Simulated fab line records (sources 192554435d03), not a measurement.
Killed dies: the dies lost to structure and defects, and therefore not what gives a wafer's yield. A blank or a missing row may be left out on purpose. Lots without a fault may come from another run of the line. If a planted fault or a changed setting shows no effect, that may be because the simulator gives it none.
Split-lot trial + flow n5_finfet + route with 1938 steps; 7 lots, 39 wafers read

THE SPLIT
At N5_BEOL_M13_ILD_DEP_00 (deposits SiOC from DEMS/O2, target thk 837.92 nm, time 166.4 s), the setting time_s was moved away from the recipe's 166.4 s on 6 of the 39 wafers read, by +20.4% to +42.8%. All remaining wafers had this setting at the recipe value.

FROM THE SPLIT TO THE READING: what the file shows between them, 7 steps
- N5_BEOL_M13_THK_MEAS_01
- N5_BEOL_M13_COAT_58: time 60 s, resist thk 89 nm
- N5_BEOL_M13_COAT_04: resist thk 400 nm
- N5_BEOL_M13_DESCUM_15: chemistry O2, time 7.9 s
- N5_BEOL_M13_ETCH_59: etches BARC in N2/H2, target depth 89 nm, overetch 26.7 nm, time 67.9 s
- N5_BEOL_M13_VIA_ETCH_16: etches SiOC in C4F8/O2/Ar, target depth 921.7 nm
- N5_BEOL_M13_STRIP_63: strips in N2/H2

THE READING
oes_product_au, in a.u., at N5_BEOL_M13_STRIP_64 (strips in N2/H2). On this fab line, fault-free wafers typically give 0.714 a.u. with a standard deviation of 0.0043 a.u.

| wafer  | tool, chamber at the split | time_s as run, s | against the recipe | oes_product_au, a.u. | against lot-mates on the recipe |
|--------|----------------------------|------------------|--------------------|----------------------|---------------------------------|
| L076.1 | pecvd-04, 1                | 166.4            | recipe             | 0.711                | -                               |
| L076.2 | pecvd-04, 0                | 200.3            | +20.4%             | 0.714                | -0.002                          |
| L076.3 | pecvd-04, 2                | 200.3            | +20.4%             | 0.713                | -0.003                          |
| L076.4 | pecvd-04, 0                | 166.4            | recipe             | 0.720                | -                               |
| L076.5 | pecvd-04, 1                | 166.4            | recipe             | 0.717                | -                               |
| L076.6 | pecvd-04, 2                | 200.3            | +20.4%             | 0.709                | -0.007                          |
| L075.1 | pecvd-04, 2                | 166.4            | recipe             | 0.710                | -                               |
| L075.2 | pecvd-04, 1                | 166.4            | recipe             | 0.710                | -                               |
| L075.3 | pecvd-04, 0                | 166.4            | recipe             | 0.714                | -                               |
| L075.4 | pecvd-04, 0                | 166.4            | recipe             | 0.716                | -                               |
| L075.5 | pecvd-04, 1                | 166.4            | recipe             | 0.713                | -                               |
| L075.6 | pecvd-04, 2                | 166.4            | recipe             | 0.721                | -                               |
| L080.1 | pecvd-01, 1                | 237.7            | +42.8%             | 0.666                | -0.044                          |
| L080.2 | pecvd-01, 2                | 237.7            | +42.8%             | 0.663                | -0.047                          |
| L080.3 | pecvd-01, 0                | 237.7            | +42.8%             | 0.658                | -0.052                          |
| L080.4 | pecvd-01, 1,2              | 166.4            | recipe             | 0.705                | -                               |
| L080.5 | pecvd-01, 0                | 166.4            | recipe             | 0.711                | -                               |
| L080.6 | pecvd-01, 1,2              | 166.4            | recipe             | 0.714                | -                               |
| L078.3 | pecvd-04, 0                | 166.4            | recipe             | 0.720                | -                               |
| L078.4 | pecvd-04, 0                | 166.4            | recipe             | 0.713                | -                               |
| L078.6 | pecvd-04, 1                | 166.4            | recipe             | 0.714                | -                               |
| L089.1 | pecvd-01, 2                | 166.4            | recipe             | 0.706                | -                               |
| L089.2 | pecvd-01, 1                | 166.4            | recipe             | 0.723                | -                               |
| L089.3 | pecvd-01, 0                | 166.4            | recipe             | 0.721                | -                               |
| L089.4 | pecvd-01, 2                | 166.4            | recipe             | 0.717                | -                               |
| L089.5 | pecvd-01, 0                | 166.4            | recipe             | 0.716                | -                               |
| L089.6 | pecvd-01, 1                | 166.4            | recipe             | 0.711                | -                               |
| L091.1 | pecvd-02, 1                | 166.4            | recipe             | 0.703                | -                               |
| L091.2 | pecvd-02, 2                | 166.4            | recipe             | 0.717                | -                               |
| L091.3 | pecvd-02, 2                | 166.4            | recipe             | 0.717                | -                               |
| L091.4 | pecvd-02, 1                | 166.4            | recipe             | 0.714                | -                               |
| L091.5 | pecvd-02, 2                | 166.4            | recipe             | 0.721                | -                               |
| L091.6 | pecvd-02, 1                | 166.4            | recipe             | 0.712                | -                               |
| L093.1 | pecvd-01, 0                | 166.4            | recipe             | 0.719                | -                               |
| L093.2 | pecvd-01, 2                | 166.4            | recipe             | 0.717                | -                               |
| L093.3 | pecvd-01, 1                | 166.4            | recipe             | 0.723                | -                               |
| L093.4 | pecvd-01, 2                | 166.4            | recipe             | 0.717                | -                               |
| L093.5 | pecvd-01, 0                | 166.4            | recipe             | 0.711                | -                               |
| L093.6 | pecvd-01, 1                | 166.4            | recipe             | 0.714                | -                               |
If several chambers appear in one row, that row covers several wafers at once and the file leaves open which wafer was in which chamber.

THE FIT
A straight line over all 39 wafers: oes_product_au changes by -0.00105 a.u. for each +1% of time_s; r = -0.87; the points scatter about the line by 0.0074 a.u.
The same after taking each lot's own level away (the mean of its wafers on the recipe; 39 wafers): -0.000964 a.u. for each +1%; r = -0.88; scatter 0.0065 a.u.
That fit puts the effect of the largest move of time_s on the reading at 0.041 a.u.
The span of the lots' own levels, 0.7100 to 0.7168 a.u., comes to 1.6 times the standard deviation stated above.
Consequently the slope shifts little with the lot-to-lot level, the two slopes agreeing.
Check: -0.0393 a.u. against its lot-mates is what the line predicts for one of the wafers moved furthest among these (+42.8%) when that wafer is left out of the fit. It came out at -0.044 a.u. against them.

THE WHOLE CHAIN: every reading that the file lists as answering this split, in the file's order
| step                    | what it does                                                   | reading                                                                             | change (the file's fit)                                                                       | r (the file's) |
|-------------------------|----------------------------------------------------------------|-------------------------------------------------------------------------------------|-----------------------------------------------------------------------------------------------|----------------|
| N5_BEOL_M13_ILD_DEP_00  | deposits SiOC from DEMS/O2, target thk 837.92 nm, time 166.4 s | SiOC_of_BEOL_M13_ILD_DEP_00.thk_nm (the simulator's own value, which no gauge read) | +8.06 nm for each +1% of the setting                                                          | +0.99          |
| N5_BEOL_M13_THK_MEAS_01 |                                                                | M13_ILD_THK                                                                         | +8.06 for each +1% of the setting                                                             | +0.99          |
| N5_BEOL_M13_VIA_ETCH_16 | etches SiOC in C4F8/O2/Ar, target depth 921.7 nm               | etch.depth_nm (the simulator's own value, which no gauge read)                      | +8.06 nm for each +1% of the setting                                                          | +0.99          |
| N5_BEOL_M13_VIA_ETCH_16 | etches SiOC in C4F8/O2/Ar, target depth 921.7 nm               | coat_of_BEOL_M13_COAT_04.thk_nm (the simulator's own value, which no gauge read)    | -1.67 nm for each +1% of the setting                                                          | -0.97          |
| N5_BEOL_M13_STRIP_63    | strips in N2/H2                                                | oes_product_au                                                                      | -0.00913 a.u. for each +1% of the setting                                                     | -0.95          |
| N5_BEOL_M13_STRIP_63    | strips in N2/H2                                                | strip_time_to_endpoint_s                                                            | not straight: withheld at the lowest setting, withheld at the recipe, withheld at the highest | not given      |
| N5_BEOL_M13_STRIP_64    | strips in N2/H2                                                | oes_product_au                                                                      | -0.000949 a.u. for each +1% of the setting                                                    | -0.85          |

FILE'S OWN FIT
oes_product_au changes by -0.000949 a.u. for each +1% of time_s, r = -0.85.
